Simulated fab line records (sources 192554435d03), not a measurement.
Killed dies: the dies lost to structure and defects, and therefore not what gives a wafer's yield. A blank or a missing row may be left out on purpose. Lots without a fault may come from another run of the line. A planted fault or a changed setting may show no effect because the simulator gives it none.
Matching of chambers | flow n5_finfet | N5_MOL_CONTACT_COAG_ETCHBACK_136 on rie_diel-06: 4 sister chambers
The step etches SiO2 in CHF3, target depth 25 nm, time 16.7 s. 4 wafers are shown with their chamber, then 9 later ones without.

## EACH WAFER AND ITS CHAMBER
wafer  | chamber | showerhead_plenum_p_Torr (Torr)
L478.5 | 1       | 2.25
L480.3 | 3       | 2.34
L480.5 | 2       | 2.37
L480.6 | 0       | 2.51

## WAFERS WITH NO CHAMBER GIVEN
wafer  | showerhead_plenum_p_Torr (Torr)
L481.2 | 2.54
L481.3 | 2.37
L481.6 | 2.51
L482.4 | 2.37
L482.5 | 2.37
L482.6 | 2.54
L493.1 | 2.50
L493.2 | 2.36
L493.5 | 2.36

## CHAMBER TAKEN BY EACH
wafer  | from the rows above     | in truth
L481.2 | 0                       | 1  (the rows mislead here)
L481.3 | can't be placed: 2 or 3 | 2
L481.6 | 0                       | 0
L482.4 | can't be placed: 2 or 3 | 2
L482.5 | can't be placed: 2 or 3 | 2
L482.6 | 0                       | 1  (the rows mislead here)
L493.1 | 0                       | 0
L493.2 | can't be placed: 2 or 3 | 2
L493.5 | can't be placed: 2 or 3 | 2
Placed correctly: 2 of 9. Unplaceable from these rows: 5, with the true chamber sitting among the candidates in 5. 2 placed wrongly.
How it was worked out, from the rows above alone: a wafer's distance from a chamber is the root of the sum, over the readings, of the square of ((its reading less the chamber's mean) divided by the reading's scatter). The wafer belongs to the nearest chamber; if the next one is less than 2 further off, it can't be placed. The mean given for a chamber averages the wafers shown for that chamber. The scatter: with one shown wafer a chamber, the root of the mean of the squares of how far each hidden wafer lies from its nearest shown one.
